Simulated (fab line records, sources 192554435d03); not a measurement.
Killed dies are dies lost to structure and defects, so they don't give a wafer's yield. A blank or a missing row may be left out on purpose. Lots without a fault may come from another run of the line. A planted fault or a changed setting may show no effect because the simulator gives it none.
Split-lot experiment | flow n5_finfet | 7 lots, 21 wafers read, on a route of 1938 steps

THE SPLIT
At N5_BEOL_M2_ETCH_70 (etches SOC in N2/H2, target depth 80 nm, overetch 24 nm, time 130 s), the setting source_w was moved away from the recipe's 840 W on 4 of the 21 wafers read, by -16.2% to +6.9%. The other wafers ran this setting at the recipe's value.

The reading is taken at the split's own step.

THE READING
rf_vpp_V, in V, at N5_BEOL_M2_ETCH_70 (etches SOC in N2/H2, target depth 80 nm, overetch 24 nm, time 130 s). Fault-free wafers of this fab line usually give 523.5 V, standard deviation 2.7 V.

wafer  | tool, chamber at the split | source_w as run, W | against the recipe | rf_vpp_V, V | against lot-mates on the recipe
L076.1 | rie_diel-01, 3             | 840                | recipe             | 525.0       | -
L076.3 | rie_diel-01, 0             | 840                | recipe             | 526.7       | -
L076.4 | rie_diel-01, 2             | 840                | recipe             | 521.4       | -
L086.2 | rie_diel-06, 1             | 840                | recipe             | 522.2       | -
L086.3 | rie_diel-06, 2             | 840                | recipe             | 524.7       | -
L086.4 | rie_diel-06, 0             | 840                | recipe             | 521.2       | -
L089.1 | rie_diel-03, 2             | 840                | recipe             | 529.0       | -
L089.4 | rie_diel-03, 0             | 897.7              | +6.9%              | 509.6       | -19.4
L089.5 | rie_diel-03, 1             | 897.7              | +6.9%              | 514.8       | -14.2
L087.1 | rie_diel-01, 2             | 840                | recipe             | 523.1       | -
L087.2 | rie_diel-01, 1             | 738.4              | -12.1%             | 540.7       | +15.6
L087.6 | rie_diel-01, 0             | 840                | recipe             | 527.1       | -
L090.2 | rie_diel-03, 0             | 840                | recipe             | 520.1       | -
L090.4 | rie_diel-03, 2             | 840                | recipe             | 528.9       | -
L090.5 | rie_diel-03, 3             | 840                | recipe             | 528.4       | -
L092.2 | rie_diel-01, 0             | 704.2              | -16.2%             | 559.2       | +38.2
L092.3 | rie_diel-01, 1             | 840                | recipe             | 518.3       | -
L092.4 | rie_diel-01, 3             | 840                | recipe             | 523.8       | -
L094.1 | rie_diel-01, 1             | 840                | recipe             | 518.4       | -
L094.5 | rie_diel-01, 3             | 840                | recipe             | 522.7       | -
L094.6 | rie_diel-01, 0             | 840                | recipe             | 526.1       | -

THE FIT
A straight line over all 21 wafers: rf_vpp_V changes by -1.86 V for each +1% of source_w; r = -0.93; the points scatter about the line by 3.7 V.
The same after taking each lot's own level away (the mean of its wafers on the recipe; 21 wafers): -2.08 V for each +1%; r = -0.94; scatter 3.7 V.
On that fit, the largest move of source_w shifts the reading by 34 V.
The lots' own levels span 521.05 to 529.00 V, that is 2.9 times the standard deviation above.
So the lot-to-lot level changes the slope: the two fits differ.
Check: with one of the wafers moved furthest among these (-16.2%) left out of the fit, the line predicts +27.3 V for it against its lot-mates. It came out at +38.2 V against them.
Tool readings at the split's step, against how far the setting was moved: rf_vpp_V r = -0.93.

OTHER SPLITS ON THESE WAFERS
These wafers also went through other splits before the reading. Each is held against what the fit with the lots' levels taken away leaves over:
other split on the same wafers    | wafers away from the commonest value | r with rf_vpp_V (lot level and that fit taken away)
N5_BEOL_M0_CUTY_COAT_51 spin_rpm  | 4                                    | -0.02
N5_BEOL_M0_CUTY_DESCUM_61 time_s  | 7                                    | +0.24
N5_BEOL_M1_PECVD_72 time_s        | 11                                   | -0.26
N5_BEOL_M1_HM_DEP_02 target_thk_a | 5                                    | +0.22
N5_BEOL_M1_TRENCH_ETCH_37 bias_w  | 4                                    | +0.22

THE FILE'S OWN FIT
rf_vpp_V changes by -2.03 V for each +1% of source_w, r = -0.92.
